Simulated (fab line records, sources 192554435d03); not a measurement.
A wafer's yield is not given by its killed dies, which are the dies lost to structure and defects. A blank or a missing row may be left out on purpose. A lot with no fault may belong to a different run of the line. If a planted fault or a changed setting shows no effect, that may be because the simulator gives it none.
Matching of chambers    flow n5Finfet    N5_BEOL_M12_TRENCH_ETCH_34 on rieDiel-04 has 4 sister chambers
The step etches SiOC in C4F8/O2/Ar, target depth 318.95 nm, time 125.5 s. 27 wafers are shown with their chamber, then 12 later ones without.

== EACH WAFER AND ITS CHAMBER ==
wafer   chamber  drypumpMotorCurrentA (A)  showerheadPlenumPTorr (Torr)  rfVppV (V)
L074.4  3        5.8                       3.42                          664
L074.5  2        5.8                       3.34                          662
L074.6  1        6.4                       3.49                          669
L075.2  3        5.8                       3.42                          665
L075.4  0        5.7                       3.58                          670
L075.6  1        6.4                       3.49                          667
L079.1  0        5.7                       3.57                          670
L079.2  3        5.8                       3.42                          663
L079.6  2        5.7                       3.34                          662
L078.2  3        5.8                       3.41                          666
L078.4  1        6.4                       3.48                          668
L078.5  1        6.4                       3.48                          668
L081.3  1        6.4                       3.48                          667
L081.4  0        5.7                       3.57                          671
L081.5  0        5.7                       3.57                          671
L083.1  1        6.4                       3.48                          667
L083.5  2        5.8                       3.33                          662
L083.6  3        5.8                       3.41                          664
L085.1  0        5.7                       3.57                          670
L085.2  3        5.8                       3.41                          664
L085.6  0        5.7                       3.57                          670
L089.1  3        5.8                       3.40                          664
L089.3  2        5.8                       3.32                          662
L089.4  1        6.4                       3.47                          668
L092.2  2        5.7                       3.32                          662
L092.5  2        5.8                       3.32                          662
L092.6  0        5.7                       3.56                          670

SIGNATURES (means of the wafers above)
reading                chamber 0  chamber 1  chamber 2  chamber 3  scatter within a chamber
drypumpMotorCurrentA   5.700      6.400      5.767      5.800      0.0241
showerheadPlenumPTorr  3.5700     3.4814     3.3283     3.4129     0.00755
rfVppV                 670.29     667.71     662.00     664.29     0.669
Rule: for each reading, subtract the chamber's mean from the wafer's reading, divide by that reading's scatter and square the result; add these up over the readings and take the root, which gives the wafer's distance from the chamber. The wafer belongs to the nearest chamber; if the next one is less than 2 further off, it can't be placed. The scatter is the square root of a quotient: the sum, over the shown wafers, of each reading's squared deviation from its chamber's mean, divided by wafers minus chambers.

== WAFERS WITHOUT THEIR CHAMBER ==
wafer   drypumpMotorCurrentA (A)  showerheadPlenumPTorr (Torr)  rfVppV (V)
L093.1  5.8                       3.40                          663
L093.4  6.4                       3.47                          667
L093.5  5.8                       3.40                          666
L095.2  6.4                       3.47                          667
L095.3  5.8                       3.40                          665
L095.5  5.8                       3.32                          662
L094.1  5.7                       3.55                          670
L094.5  5.8                       3.40                          664
L094.6  5.7                       3.55                          669
L097.1  5.7                       3.54                          670
L097.2  6.4                       3.46                          667
L097.3  5.8                       3.31                          662

== THE CHAMBER EACH PASSED THROUGH ==
wafer   from the rows above  in truth
L093.1  3                    3
L093.4  1                    1
L093.5  3                    3
L095.2  1                    1
L095.3  3                    3
L095.5  2                    2
L094.1  0                    0
L094.5  3                    3
L094.6  0                    0
L097.1  0                    0
L097.2  1                    1
L097.3  2                    2
Placed correctly: 12 of 12. Left unplaced by these rows: 0. Number placed wrongly: 0.
